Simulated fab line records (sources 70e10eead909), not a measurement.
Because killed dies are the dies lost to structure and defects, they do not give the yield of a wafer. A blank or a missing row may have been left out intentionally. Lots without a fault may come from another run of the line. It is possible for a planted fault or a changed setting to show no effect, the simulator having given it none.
Chamber matching || flow nandHarc || 4 sister chambers for NHARC_THIN_TSV_DESCUM_35 on rieDiel-08
The step chemistry O2, time 3 s. 8 wafers are shown with their chamber, then 7 later ones without.

== WAFERS PAIRED WITH THEIR CHAMBERS ==
{"wafer": "L955.4", "chamber": 2, "drypumpMotorCurrentA (A)": 6.4, "chamberPressureMTorr (mTorr)": 60.07}
{"wafer": "L958.2", "chamber": 2, "drypumpMotorCurrentA (A)": 6.3, "chamberPressureMTorr (mTorr)": 60.05}
{"wafer": "L958.5", "chamber": 0, "drypumpMotorCurrentA (A)": 5.1, "chamberPressureMTorr (mTorr)": 60.03}
{"wafer": "L963.1", "chamber": 0, "drypumpMotorCurrentA (A)": 5.1, "chamberPressureMTorr (mTorr)": 59.94}
{"wafer": "L963.3", "chamber": 1, "drypumpMotorCurrentA (A)": 5.9, "chamberPressureMTorr (mTorr)": 59.96}
{"wafer": "L963.5", "chamber": 1, "drypumpMotorCurrentA (A)": 5.9, "chamberPressureMTorr (mTorr)": 59.98}
{"wafer": "L962.1", "chamber": 3, "drypumpMotorCurrentA (A)": 5.0, "chamberPressureMTorr (mTorr)": 60.06}
{"wafer": "L962.5", "chamber": 3, "drypumpMotorCurrentA (A)": 5.0, "chamberPressureMTorr (mTorr)": 60.04}

== WAFERS WHOSE CHAMBER IS MISSING ==
{"wafer": "L962.6", "drypumpMotorCurrentA (A)": 5.1, "chamberPressureMTorr (mTorr)": 59.98}
{"wafer": "L968.4", "drypumpMotorCurrentA (A)": 5.0, "chamberPressureMTorr (mTorr)": 59.83}
{"wafer": "L968.5", "drypumpMotorCurrentA (A)": 5.9, "chamberPressureMTorr (mTorr)": 59.97}
{"wafer": "L968.6", "drypumpMotorCurrentA (A)": 6.3, "chamberPressureMTorr (mTorr)": 60.09}
{"wafer": "L969.1", "drypumpMotorCurrentA (A)": 5.9, "chamberPressureMTorr (mTorr)": 60.01}
{"wafer": "L969.4", "drypumpMotorCurrentA (A)": 5.1, "chamberPressureMTorr (mTorr)": 60.08}
{"wafer": "L969.5", "drypumpMotorCurrentA (A)": 5.9, "chamberPressureMTorr (mTorr)": 59.98}

== EACH ONE'S CHAMBER ==
{"wafer": "L962.6", "from the rows above": 0, "in truth": 0}
{"wafer": "L968.4", "from the rows above": "can't be placed: 0 or 3", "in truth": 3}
{"wafer": "L968.5", "from the rows above": 1, "in truth": 1}
{"wafer": "L968.6", "from the rows above": 2, "in truth": 2}
{"wafer": "L969.1", "from the rows above": 1, "in truth": 1}
{"wafer": "L969.4", "from the rows above": "can't be placed: 0 or 3", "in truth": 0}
{"wafer": "L969.5", "from the rows above": 1, "in truth": 1}
5 of 7 placed correctly. Can't be placed from these rows: 2 (the true chamber is among the candidates in 2). Number placed wrongly: 0.
How it was worked out, from the rows above alone: a wafer's distance from a chamber is the root of the sum, over the readings, of the square of ((its reading less the chamber's mean) divided by the reading's scatter). If the next closest chamber is less than 2 further off than the closest, the wafer can't be placed; otherwise it belongs to the closest. For every chamber, the mean is computed from those of its wafers that are shown. How the scatter is found: for the shown wafers, subtract from each reading the mean of its chamber, square and add these, divide the total by (wafers less chambers), then take the root.
